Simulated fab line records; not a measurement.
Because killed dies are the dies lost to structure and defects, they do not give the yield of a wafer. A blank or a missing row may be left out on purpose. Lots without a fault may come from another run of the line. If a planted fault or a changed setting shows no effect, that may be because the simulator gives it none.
One fault through the eyes of 3 desks -- flow n5_finfet -- each desk holds nothing but its own numbers, with what lay behind them at the end

== TOOL OWNER'S DESK, rie_si-02 ==
The tool's own readings at N5_SDB_CUT_ETCH_26 (etches Si in HBr/Cl2/O2, target depth 129.6 nm, bt time 20 s, time 51.8 s): means of the sampled wafers that have a number, for each lot that ran on this tool. Any lot whose mean is over 4 standard deviations away from the usual mean is out of limits and marked OUT; that distance is given in the brackets.
Columns: A = chamber_pressure_mTorr at N5_SDB_CUT_ETCH_26, usual 10.001 mTorr; B = drypump_motor_current_A at N5_SDB_CUT_ETCH_26, usual 5.7 A; C = oes_product_au at N5_SDB_CUT_ETCH_26, usual 0.997 a.u.; D = throttle_valve_pct at N5_SDB_CUT_ETCH_26, usual 37.1 %
lot,first seen here,A,B,C,D
L185,day 4 04:26,10.004,5.7,1.001,37.0
L191,day 5 13:44,10.007,5.6,0.994,36.9
L195,day 6 13:01,10.004,5.8,0.994,37.1
L196,day 6 20:20,10.002,5.6,0.991,36.9
L198,day 7 05:50,10.008,5.7,0.994,37.1
L207,day 9 13:38,10.000,5.6,0.992,37.0
This desk found nothing out of limits on any of the 6 lots.

== THE DEFECT DESK ==
Inspection counts along the route, by lot: the mean over sampled wafers that carry a number. Any lot whose mean is over 4 standard deviations away from the usual mean is out of limits and marked OUT; that distance is given in the brackets.
Columns: A = raw_defect_count at N5_SDB_INSPECT_36, usual 39
lot,first seen here,A
L185,day 4 07:41,40
L186,day 4 12:31,30
L191,day 5 16:58,21
L195,day 6 16:17,30
L196,day 6 23:35,53
L198,day 7 09:16,54
L200,day 7 22:26,24
L203,day 8 14:22,17
L207,day 9 16:52,23
This desk found nothing out of limits on any of the 9 lots.

== METROLOGY DESK ==
What the gauges read, lot by lot, whatever tool the lot ran on: means of the sampled wafers that have a number. Any lot whose mean is over 4 standard deviations away from the usual mean is out of limits and marked OUT; that distance is given in the brackets. Shown here are 7 of its 10 readings, the ones lying furthest out on some lot.
Columns: A = DIBL_N at N5_BEOL_M4_RC_MEAS_101, usual 36.3 mV/V; B = DIBL_P at N5_BEOL_M4_RC_MEAS_101, usual 36.6 mV/V; C = IOFF_P at N5_BEOL_M4_RC_MEAS_101, usual 0.23 nA/um; D = ION_P at N5_BEOL_M4_RC_MEAS_101, usual 468 uA/um; E = SS_N at N5_BEOL_M4_RC_MEAS_101, usual 71.6 mV/dec; F = SS_P at N5_BEOL_M4_RC_MEAS_101, usual 73.4 mV/dec; G = VT_P at N5_BEOL_M4_RC_MEAS_101, usual -248.9 mV
lot,first seen here,A,B,C,D,E,F,G
L186,day 9 01:44,37.2,38.7,0.28,478,71.6,73.6,-244.0
L185,day 9 21:16,37.0,37.1,0.24,461,72.1,73.3,-248.3
L191,day 10 16:10,36.0,38.5,0.25,465,72.2,73.9,-247.7
L195,day 12 11:08,34.0,34.4,0.20,466,71.0,73.1,-251.0
L196,day 12 13:59,36.7,36.5,0.20,465,71.6,72.7,-250.0
L198,day 13 06:04,35.7,36.5,0.19,463,71.1,74.0,-252.9
L200,day 13 07:41,37.5,38.2,0.25,466,71.7,74.3,-246.6
L203,day 15 16:10,37.4,36.1,0.26,482,72.3,74.0,-245.4
L207,day 16 15:31,34.5,34.2,0.18,461,71.0,72.9,-249.6
This desk found nothing out of limits on any of the 9 lots.

== TAKEN TOGETHER ==
The tool owner's desk saw nothing out of limits.
Nothing the defect desk looked at was out of limits.
Nothing out of limits was seen by the metrology desk.

== WHAT THE SIMULATOR PUT IN ==
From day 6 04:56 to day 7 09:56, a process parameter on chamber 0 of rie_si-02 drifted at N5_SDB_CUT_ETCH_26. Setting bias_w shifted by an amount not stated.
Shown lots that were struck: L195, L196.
